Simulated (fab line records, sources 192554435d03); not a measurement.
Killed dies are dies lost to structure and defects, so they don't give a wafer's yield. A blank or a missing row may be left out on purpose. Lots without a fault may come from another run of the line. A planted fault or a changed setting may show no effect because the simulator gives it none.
Which tool did it? | flow n5_finfet | 12 lots, 36 wafers sampled, at 3 steps of a route of 1938

WHAT THE GAUGES READ, wafer by wafer
N5_BEOL_M11_THK_MEAS_01.
lot  | measured     | on            | M11_ILD_THK (nm)
L075 | day 10 07:33 | film_metro-02 | 269 275 273
L076 | day 10 21:10 | film_metro-02 | 263 269 271
L080 | day 11 14:10 | film_metro-02 | 262 267 264
L081 | day 11 15:32 | film_metro-01 | 265 269 268
L083 | day 12 15:50 | film_metro-01 | 264 268 263
L085 | day 12 20:38 | film_metro-02 | 264 267 266
L086 | day 13 01:26 | film_metro-01 | 264 264 267
L089 | day 14 01:25 | film_metro-01 | 267 264 270
L091 | day 14 21:19 | film_metro-01 | 266 264 270
L095 | day 15 13:47 | film_metro-02 | 263 266 265
L093 | day 15 18:11 | film_metro-01 | 268 270 272
L096 | day 16 07:44 | film_metro-01 | 262 268 266

WHICH TOOL RAN EACH LOT (tool, then ch and the chambers of the sampled wafers, then the start)
lot  | N5_BEOL_M10_STRIP_36               | N5_BEOL_M10_ANNEAL_51
L075 | rie_diel-05 ch 1,2, day 10 04:07   | rtp_anneal-02 ch 0, day 10 06:07
L076 | rie_diel-05 ch 1,2,3, day 10 15:43 | rtp_anneal-01 ch 0, day 10 19:15
L080 | rie_diel-05 ch 0,2,3, day 11 08:51 | rtp_anneal-02 ch 0, day 11 12:16
L081 | rie_diel-04 ch 2,3, day 11 11:39   | rtp_anneal-01 ch 0, day 11 14:11
L083 | rie_diel-04 ch 0,1,2, day 12 12:22 | rtp_anneal-01 ch 0, day 12 14:26
L085 | rie_diel-04 ch 0,1,2, day 12 15:10 | rtp_anneal-01 ch 0, day 12 19:16
L086 | rie_diel-03 ch 0,1,2, day 12 22:13 | rtp_anneal-02 ch 0, day 13 00:03
L089 | rie_diel-05 ch 0,2, day 13 20:10   | rtp_anneal-01 ch 0, day 14 00:02
L091 | rie_diel-03 ch 0,1,2, day 14 18:07 | rtp_anneal-02 ch 0, day 14 19:56
L095 | rie_diel-03 ch 2,3, day 15 10:41   | rtp_anneal-02 ch 0, day 15 12:25
L093 | rie_diel-03 ch 1,3, day 15 13:17   | rtp_anneal-01 ch 0, day 15 16:49
L096 | rie_diel-04 ch 0,1, day 16 04:01   | rtp_anneal-02 ch 0, day 16 06:26
- N5_BEOL_M10_STRIP_36: strips in N2/H2.
- N5_BEOL_M10_ANNEAL_51: time 90 s.

THE ANSWER, worked out from the rows above alone
Rule: what is usual is taken from the lots themselves. Put in order of their means at a reading, lots are off if they are a third of the lots or fewer, leave a main group of 4 or more, and stand apart from it by a gap of 3 or more times the standard deviation of the main group's means; of several such gaps the widest counts. A main group whose means are all the same, to the digits that the tables above print for the reading, isn't used. A lot without any number at a reading at which 4 lots or more have one is off too. The other lots that the step has rows for count as sound.
No lot is off at any reading shown: from this, nothing can be told.

WHAT THE SIMULATOR HAD PUT IN
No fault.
